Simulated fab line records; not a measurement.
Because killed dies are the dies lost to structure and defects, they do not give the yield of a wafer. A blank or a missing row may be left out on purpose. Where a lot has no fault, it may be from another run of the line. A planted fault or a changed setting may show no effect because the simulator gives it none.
A single fault, viewed from 2 desks + flow n5 finfet + each desk holds nothing but its own numbers, with what lay behind them at the end

== DESK OF THE TOOL OWNER: pecvd-04 ==
The tool's own readings at N5_BEOL_M2_PECVD_72 (deposits SiO2 from TEOS/O2, target thk 16 nm, time 18 s): means of the sampled wafers that have a number, for each lot that ran on this tool. The brackets show how far a lot's mean lies from the usual mean; more than 4 standard deviations puts the lot out of limits, marked OUT.
Columns: A = heater power w at N5_BEOL_M2_PECVD_72, usual 789 W; B = showerhead plenum p Torr at N5_BEOL_M2_PECVD_72, usual 8.79 Torr; C = throttle valve pct at N5_BEOL_M2_PECVD_72, usual 22.9 %
| lot  | first seen here | A   | B    | C    |
|------|-----------------|-----|------|------|
| L195 | day 7 01:30     | 906 | 8.80 | 23.6 |
| L202 | day 9 02:49     | 837 | 8.77 | 22.9 |
| L203 | day 9 04:49     | 856 | 8.79 | 23.2 |
| L207 | day 9 19:46     | 852 | 8.82 | 24.5 |
| L215 | day 12 07:51    | 930 | 8.82 | 24.5 |
| L216 | day 12 08:07    | 867 | 8.78 | 22.8 |
Result from this desk: across the 6 lots, nothing is out of limits.

== FROM THE METROLOGY DESK ==
Lot by lot, what the gauges showed, no matter which tool ran the lot: averages of those sampled wafers that carry a number. The brackets show how far a lot's mean lies from the usual mean; more than 4 standard deviations puts the lot out of limits, marked OUT. 7 of its 10 readings are shown, namely those furthest out on some lot.
Columns: A = DIBL_N at N5_BEOL_M4_RC_MEAS_101, usual 36.0 mV/V; B = DIBL_P at N5_BEOL_M4_RC_MEAS_101, usual 36.3 mV/V; C = IOFF_N at N5_BEOL_M4_RC_MEAS_101, usual 0.16 nA/um; D = IOFF_P at N5_BEOL_M4_RC_MEAS_101, usual 0.21 nA/um; E = ION_P at N5_BEOL_M4_RC_MEAS_101, usual 461 uA/um; F = VT_N at N5_BEOL_M4_RC_MEAS_101, usual 250 mV; G = VT_P at N5_BEOL_M4_RC_MEAS_101, usual -250.9 mV
| lot  | first seen here | A    | B    | C    | D    | E   | F   | G      |
|------|-----------------|------|------|------|------|-----|-----|--------|
| L193 | day 7 15:56     | 39.1 | 38.5 | 0.22 | 0.28 | 470 | 246 | -244.6 |
| L195 | day 8 23:30     | 36.9 | 38.3 | 0.19 | 0.23 | 468 | 248 | -247.7 |
| L197 | day 9 10:52     | 35.6 | 36.1 | 0.16 | 0.19 | 462 | 250 | -250.7 |
| L202 | day 11 02:52    | 37.8 | 37.8 | 0.21 | 0.23 | 462 | 246 | -251.1 |
| L203 | day 11 04:19    | 35.4 | 36.2 | 0.16 | 0.20 | 456 | 248 | -252.0 |
| L207 | day 11 10:08    | 35.4 | 34.7 | 0.16 | 0.22 | 463 | 249 | -248.6 |
| L210 | day 12 16:12    | 35.2 | 37.0 | 0.16 | 0.21 | 464 | 248 | -249.5 |
| L213 | day 12 22:59    | 35.5 | 35.1 | 0.14 | 0.19 | 459 | 253 | -251.4 |
| L216 | day 14 06:26    | 38.1 | 37.2 | 0.17 | 0.22 | 461 | 249 | -250.7 |
| L215 | day 14 07:43    | 37.3 | 39.0 | 0.17 | 0.24 | 473 | 246 | -247.3 |
Result from this desk: across the 10 lots, nothing is out of limits.

== ALL TOGETHER ==
The desk of the tool owner found nothing out of limits.
Metrology desk: nothing out of limits seen.

== WHAT THE SIMULATOR HAD PUT IN ==
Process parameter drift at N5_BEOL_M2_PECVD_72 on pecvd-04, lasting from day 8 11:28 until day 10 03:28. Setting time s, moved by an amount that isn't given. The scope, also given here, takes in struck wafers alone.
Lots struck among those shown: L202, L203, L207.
